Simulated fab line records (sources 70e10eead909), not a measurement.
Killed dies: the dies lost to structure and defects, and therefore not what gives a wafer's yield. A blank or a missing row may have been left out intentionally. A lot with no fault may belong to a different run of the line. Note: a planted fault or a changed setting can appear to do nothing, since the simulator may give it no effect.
Chamber matching | flow nand harc | NHARC_P_ZERO_WELL_DESCUM_54 on rie diel-04: 3 sister chambers
The step chemistry O2, time 3 s. 18 wafers are shown with their chamber, then 7 later ones without.

## WAFERS, EACH WITH ITS CHAMBER
wafer  | chamber | drypump motor current A (A) | showerhead plenum p Torr (Torr) | throttle valve pct (%)
L076.3 | 0       | 5.8                         | 1.91                            | 11.298
L076.4 | 0       | 5.8                         | 1.91                            | 11.306
L076.5 | 1       | 5.4                         | 1.95                            | 11.315
L077.2 | 1       | 5.3                         | 1.95                            | 11.316
L077.3 | 3       | 6.0                         | 1.93                            | 11.294
L077.4 | 0       | 5.8                         | 1.91                            | 11.306
L078.2 | 0       | 5.8                         | 1.91                            | 11.315
L078.4 | 0       | 5.8                         | 1.91                            | 11.326
L078.5 | 3       | 6.0                         | 1.93                            | 11.295
L080.3 | 3       | 6.0                         | 1.93                            | 11.302
L080.5 | 3       | 6.0                         | 1.93                            | 11.307
L080.6 | 1       | 5.4                         | 1.95                            | 11.324
L084.1 | 1       | 5.4                         | 1.95                            | 11.295
L084.2 | 3       | 6.0                         | 1.92                            | 11.304
L084.5 | 0       | 5.8                         | 1.91                            | 11.314
L085.1 | 3       | 6.0                         | 1.92                            | 11.295
L085.3 | 1       | 5.3                         | 1.95                            | 11.303
L085.4 | 3       | 6.0                         | 1.92                            | 11.308

SIGNATURES (averages over the wafers above)
reading                  | chamber 0 | chamber 1 | chamber 3 | scatter within a chamber
drypump motor current A  | 5.800     | 5.360     | 6.000     | 0.0283
showerhead plenum p Torr | 1.9100    | 1.9500    | 1.9257    | 0.00338
throttle valve pct       | 11.31083  | 11.31060  | 11.30071  | 0.00899
Rule: for a wafer and a chamber, the distance is found by dividing, reading by reading, the gap between the wafer's reading and the chamber's mean by the reading's scatter, squaring, summing and taking the root. The wafer belongs to the nearest chamber; if the next one is less than 2 further off, it can't be placed. How the scatter is found: for the shown wafers, subtract from each reading the mean of its chamber, square and add these, divide the total by (wafers less chambers), then take the root.

## WAFERS WITH NO CHAMBER GIVEN
wafer  | drypump motor current A (A) | showerhead plenum p Torr (Torr) | throttle valve pct (%)
L087.1 | 6.0                         | 1.92                            | 11.304
L087.2 | 5.3                         | 1.95                            | 11.309
L092.2 | 6.0                         | 1.92                            | 11.314
L092.4 | 5.8                         | 1.91                            | 11.308
L092.5 | 5.3                         | 1.95                            | 11.308
L093.2 | 5.3                         | 1.95                            | 11.315
L093.5 | 6.0                         | 1.92                            | 11.292

## THE CHAMBER EACH PASSED THROUGH
wafer  | from the rows above | in truth
L087.1 | 3                   | 3
L087.2 | 1                   | 1
L092.2 | 3                   | 3
L092.4 | 0                   | 0
L092.5 | 1                   | 1
L093.2 | 1                   | 1
L093.5 | 3                   | 3
Correctly placed: 7 of 7. Left unplaced by these rows: 0. Number placed wrongly: 0.
